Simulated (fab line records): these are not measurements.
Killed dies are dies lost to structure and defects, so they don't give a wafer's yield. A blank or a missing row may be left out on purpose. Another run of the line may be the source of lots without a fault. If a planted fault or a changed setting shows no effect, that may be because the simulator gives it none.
Which tool did it?	flow nandHarc	36 wafers from 12 lots sampled at 5 of the route's 1302 steps

== WHAT THE GAUGES SHOWED, per wafer ==
NHARC_P_M0_OVL_MEAS_10: pitch 180 nm.
lot	measured	on	overlayXNm (nm)	overlayYNm (nm)
L737	day 7 06:10	overlay-02	-0.1 0.0 0.9	-0.2 -0.4 0.1
L738	day 7 22:53	overlay-01	1.0 1.0 0.5	-0.1 -0.4 -0.4
L739	day 7 23:05	overlay-01	-0.1 -0.3 -0.5	-0.5 -0.5 -0.7
L741	day 8 19:46	overlay-02	-1.0 -0.8 -1.0	0.4 1.2 0.8
L745	day 10 11:46	overlay-02	0.8 0.3 0.8	-0.8 -1.6 -0.8
L746	day 10 23:11	overlay-01	-0.6 -0.8 -0.7	-0.3 -0.6 -0.8
L747	day 11 09:33	overlay-02	0.1 0.4 0.1	0.5 0.6 -0.2
L748	day 12 05:36	overlay-02	-0.1 0.2 -0.1	0.0 0.4 -0.4
L753	day 14 04:52	overlay-02	0.0 0.2 -0.3	-1.4 -1.0 -1.4
L754	day 14 09:42	overlay-02	1.2 1.6 1.8	0.2 0.7 0.7
L755	day 14 23:33	overlay-01	2.0 1.4 2.0	-1.9 -2.0 -1.8
L757	day 15 11:38	overlay-02	-1.9 -1.6 -1.1	-0.7 -0.2 0.1

NHARC_P_M0_THK_MEAS_24: measures by xrf.
lot	measured	on	thkNm (nm)
L737	day 7 08:35	filmMetro-01	118.9 117.4 118.0
L738	day 8 01:24	filmMetro-02	117.3 118.1 118.8
L739	day 8 01:43	filmMetro-01	117.2 117.1 115.1
L741	day 8 22:10	filmMetro-02	115.8 116.6 114.2
L745	day 10 14:11	filmMetro-01	118.0 116.3 118.9
L746	day 11 01:37	filmMetro-01	118.2 115.5 117.8
L747	day 11 11:58	filmMetro-01	118.7 119.5 117.9
L748	day 12 08:04	filmMetro-01	116.9 117.0 117.5
L753	day 14 07:23	filmMetro-02	118.5 121.6 118.9
L754	day 14 12:11	filmMetro-02	118.1 117.5 118.0
L755	day 15 01:58	filmMetro-02	117.8 117.7 119.3
L757	day 15 14:34	filmMetro-02	118.4 117.3 115.5

NHARC_END_SORT_01.
lot	measured	on	defectLimitedYield (%)	killedAtArray	killedAtOther	killedAtPeriphery	killedDies	killedOpen	killedShort	sort_bin_2_pct (%)	sort_bin_3_pct (%)	sort_bin_4_pct (%)	sortNPass	sortRimYieldPct (%)	sortYieldPct (%)
L737	day 25 20:22	prober-01	91 92 93	59 53 49	1 1 0	2 0 1	62 54 50	2 4 3	2 2 1	3.2 2.5 1.8	0.4 0.7 1.2	5.5 4.7 4.4	615 623 627	96 94 95	91 92 93
L738	day 26 03:02	prober-02	92 93 92	51 41 47	0 2 3	2 5 6	53 48 56	1 3 5	3 5 6	2.8 3.2 2.5	0.1 0.4 0.6	4.9 3.4 5.2	624 629 621	92 85 84	92 93 92
L739	day 26 03:20	prober-01	87 87 86	87 87 93	0 0 0	2 1 4	89 88 97	2 1 5	3 3 3	5.6 5.5 5.8	0.9 0.3 1.2	6.6 7.2 7.4	588 589 580	97 94 87	87 87 86
L741	day 27 10:44	prober-01	91 92 88	57 52 83	1 0 0	2 1 1	60 53 84	0 1 2	4 0 2	3.8 3.4 4.6	1.0 0.6 0.7	4.0 3.8 7.1	617 624 593	92 93 91	91 92 88
L746	day 29 15:25	prober-02	5 4 5	20 24 22	0 1 0	624 623 623	644 648 645	3 2 6	0 3 5	92.9 92.2 92.6	0.1 0.4 0.1	2.1 3.1 2.5	33 29 32	0 15 20	5 4 5
L747	day 29 17:06	prober-01	4 4 5	28 37 25	0 0 1	624 612 620	652 649 646	4 3 2	0 1 1	92.8 91.3 92.6	0.3 0.3 0	3.2 4.3 2.8	25 28 31	2 1 14	4 4 5
L748	day 31 10:37	prober-01	86 90 88	93 65 73	0 1 1	4 0 7	97 66 81	5 4 4	2 1 4	5.5 3.1 4.4	0.9 1.0 0.7	8.0 5.6 6.8	580 611 596	91 84 86	86 90 88
L753	day 32 21:08	prober-01	89 89 88	67 70 74	0 1 0	6 4 6	73 75 80	7 1 6	4 3 2	4.4 3.7 3.8	0.7 0.1 1.0	5.6 7.2 6.9	604 602 597	82 92 92	89 89 88
L754	day 32 21:00	prober-02	94 91 91	38 56 61	1 0 1	3 2 1	42 58 63	4 2 1	3 3 5	2.8 4.0 3.1	0.3 0.3 0.9	3.1 4.3 5.3	635 619 614	89 88 85	94 91 91
L755	day 33 02:50	prober-01	91 91 91	57 59 54	0 1 4	2 0 2	59 60 60	5 3 2	1 1 1	3.4 2.8 3.7	0.7 0.7 0.4	4.6 5.3 4.7	618 617 617	90 89 86	91 91 91
L757	day 33 21:04	prober-02	88 87 92	75 81 50	3 2 0	3 2 5	81 85 55	0 3 2	3 5 1	5.2 4.4 2.5	0.9 0.6 0.9	5.9 7.5 4.7	596 592 622	85 85 86	88 87 92

== WHICH TOOL RAN EACH LOT (tool, then ch and the chambers of the sampled wafers, then the start) ==
lot	NHARC_P_M0_STRIP_18	NHARC_P_M1_STRIP_18
L737	rieDiel-10 ch 0,1,2, day 7 06:43	rieDiel-06 ch 0,2,3, day 7 10:50
L738	rieDiel-10 ch 1,2,3, day 7 23:31	rieDiel-06 ch 0,1,2, day 8 03:23
L739	rieDiel-10 ch 0,1, day 7 23:37	rieDiel-06 ch 0,1,2, day 8 03:53
L741	rieDiel-10 ch 0,1,3, day 8 20:16	rieDiel-13 ch 1,2,3, day 9 00:23
L745	rieDiel-07 ch 0,2,3, day 10 12:17	rieDiel-13 ch 2,3, day 10 16:19
L746	rieDiel-01 ch 0,2,3, day 10 23:41	rieDiel-06 ch 0,1,2, day 11 03:49
L747	rieDiel-07 ch 1,2, day 11 10:03	rieDiel-13 ch 1,2,3, day 11 14:07
L748	rieDiel-10 ch 0,1, day 12 06:08	rieDiel-13 ch 0,2,3, day 12 10:14
L753	rieDiel-01 ch 0,1,2, day 14 05:31	rieDiel-13 ch 0,1,3, day 14 09:34
L754	rieDiel-07 ch 0,1,3, day 14 10:17	rieDiel-13 ch 0,1,3, day 14 14:20
L755	rieDiel-10 ch 1,2, day 15 00:01	rieDiel-13 ch 0,2, day 15 04:05
L757	rieDiel-10 ch 1,3, day 15 12:08	rieDiel-13 ch 1,3, day 15 16:43
- NHARC_P_M0_STRIP_18: strips in N2/H2.
- NHARC_P_M1_STRIP_18: strips in N2/H2.

== WHAT THE TOOLS THEMSELVES READ (means of the sampled wafers that have a number; where no wafer has one, the mark that the record gives instead) ==
NHARC_P_M0_STRIP_18.
lot	tool	chamberPressureMTorr (mTorr)	drypumpMotorCurrentA (A)	oesProductAu (a.u.)	rfVppV (V)	showerheadPlenumPTorr (Torr)	throttleValvePct (%)
L737	rieDiel-10	30.030	5.71	1.004	90.1	1.99	14.173
L738	rieDiel-10	30.022	5.76	1.006	90.3	2.00	14.169
L739	rieDiel-10	30.004	5.63	0.997	90.0	2.07	14.170
L741	rieDiel-10	29.990	5.68	0.997	90.2	2.00	14.168
L745	rieDiel-07	30.017	5.56	1.006	90.9	2.04	14.162
L746	rieDiel-01	29.986	6.05	1.008	89.9	2.04	14.172
L747	rieDiel-07	30.003	5.79	0.995	90.8	1.97	14.169
L748	rieDiel-10	30.012	5.63	0.995	90.9	2.00	14.174
L753	rieDiel-01	29.999	6.04	1.013	89.4	2.00	14.168
L754	rieDiel-07	29.986	5.68	0.999	91.1	2.06	14.169
L755	rieDiel-10	30.017	5.79	1.003	89.9	1.97	14.165
L757	rieDiel-10	29.991	5.69	1.000	90.6	2.06	14.171

NHARC_P_M1_STRIP_18.
lot	tool	chamberPressureMTorr (mTorr)	drypumpMotorCurrentA (A)	oesProductAu (a.u.)	rfVppV (V)	showerheadPlenumPTorr (Torr)	throttleValvePct (%)
L737	rieDiel-06	30.030	5.9	0.992	90.3	2.03	14.177
L738	rieDiel-06	29.992	6.1	0.993	90.1	1.97	14.169
L739	rieDiel-06	29.983	6.1	0.985	89.9	1.97	14.172
L741	rieDiel-13	30.011	5.4	0.988	90.7	1.99	14.162
L745	rieDiel-13	-	-	-	-	-	-
L746	rieDiel-06	-	-	-	-	-	-
L747	rieDiel-13	-	-	-	-	-	-
L748	rieDiel-13	30.000	5.7	0.992	90.7	1.97	14.175
L753	rieDiel-13	30.005	5.3	0.992	90.7	1.99	14.178
L754	rieDiel-13	29.998	5.3	0.998	90.2	1.99	14.177
L755	rieDiel-13	30.019	6.0	0.998	89.9	1.93	14.165
L757	rieDiel-13	30.011	5.1	0.994	90.7	2.01	14.171

== THE ANSWER, worked out from the rows above alone ==
Rule: usual is defined by the lots themselves. Put in order of their means at a reading, lots are off if they are a third of the lots or fewer, leave a main group of 4 or more, and stand apart from it by a gap of 3 or more times the standard deviation of the main group's means; of several such gaps the widest counts. The tables above print the reading to a certain number of digits; a main group whose means all agree to those digits is not used. Also off: a lot with no number at a reading for which 4 or more lots have one. Any other lot the step has rows for is counted as sound. After the gauges, taken in route order, come the tools' own readings; for these a lot's mean is taken, as printed above. At the first step where some lot is off, the reading lying furthest off is the one used; lots without a number count as furthest.
Off, at NHARC_END_SORT_01 on killedAtPeriphery: L746, L747. Mean 2.7 and standard deviation 1.4 in the main group. Neither off nor sound, because the step has no rows for them: L745.
A tool fits if, at a process step before that reading, it ran every lot that is off, and no sound lot after the first of them. The gauges at NHARC_END_SORT_01 aren't tried: what is off there is off at NHARC_P_M1_STRIP_18 too, on other tools, and a gauge's error can't cause that. Not one of the candidates tried fits.

== WHAT THE SIMULATOR HAD PUT IN ==
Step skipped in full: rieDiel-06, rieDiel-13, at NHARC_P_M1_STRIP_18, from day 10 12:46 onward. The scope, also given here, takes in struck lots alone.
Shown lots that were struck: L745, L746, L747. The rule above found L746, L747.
